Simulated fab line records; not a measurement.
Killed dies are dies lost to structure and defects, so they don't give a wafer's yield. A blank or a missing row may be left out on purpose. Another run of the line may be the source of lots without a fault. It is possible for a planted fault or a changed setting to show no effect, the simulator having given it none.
Chamber matching :: flow nand-harc :: NHARC_A_STAIRCASE_DEP_259 on pecvd-01: 3 sister chambers
The step deposits SiON, target thk 30 nm. 6 wafers are shown with their chamber, then 8 later ones without.

## WAFERS PAIRED WITH THEIR CHAMBERS
wafer: L080.5
chamber: 2
heater-power-outer-w (W): 556
heater-power-w (W): 862

wafer: L079.5
chamber: 2
heater-power-outer-w (W): 639
heater-power-w (W): 992

wafer: L085.1
chamber: 0
heater-power-outer-w (W): 535
heater-power-w (W): 893

wafer: L085.3
chamber: 1
heater-power-outer-w (W): 469
heater-power-w (W): 790

wafer: L085.4
chamber: 0
heater-power-outer-w (W): 532
heater-power-w (W): 895

wafer: L086.1
chamber: 1
heater-power-outer-w (W): 485
heater-power-w (W): 840

## WAFERS MISSING THEIR CHAMBER
wafer: L086.3
heater-power-outer-w (W): 561
heater-power-w (W): 877

wafer: L086.4
heater-power-outer-w (W): 502
heater-power-w (W): 835

wafer: L092.1
heater-power-outer-w (W): 546
heater-power-w (W): 899

wafer: L092.2
heater-power-outer-w (W): 646
heater-power-w (W): 940

wafer: L092.3
heater-power-outer-w (W): 561
heater-power-w (W): 970

wafer: L097.1
heater-power-outer-w (W): 460
heater-power-w (W): 798

wafer: L097.4
heater-power-outer-w (W): 563
heater-power-w (W): 953

wafer: L097.5
heater-power-outer-w (W): 558
heater-power-w (W): 851

## THE CHAMBER EACH PASSED THROUGH
wafer: L086.3
from the rows above: can't be placed: 0 or 2 or 1
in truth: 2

wafer: L086.4
from the rows above: can't be placed: 1 or 0
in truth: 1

wafer: L092.1
from the rows above: can't be placed: 0 or 2
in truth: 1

wafer: L092.2
from the rows above: can't be placed: 2 or 0
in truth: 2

wafer: L092.3
from the rows above: can't be placed: 2 or 0
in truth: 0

wafer: L097.1
from the rows above: 1
in truth: 1

wafer: L097.4
from the rows above: can't be placed: 2 or 0
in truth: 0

wafer: L097.5
from the rows above: can't be placed: 0 or 2 or 1
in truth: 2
Placed correctly: 1 of 8. Cannot be placed on the basis of these rows: 7; the candidates contain the true chamber in 6. Placed wrongly: 0.
How it was worked out, from the rows above alone: a wafer's distance from a chamber is the root of the sum, over the readings, of the square of ((its reading less the chamber's mean) divided by the reading's scatter). The wafer belongs to the nearest chamber; if the next one is less than 2 further off, it can't be placed. For every chamber, the mean is computed from those of its wafers that are shown. The scatter: the root of (the sum of the squares of (reading less its chamber's mean) over the shown wafers, divided by (wafers less chambers)).
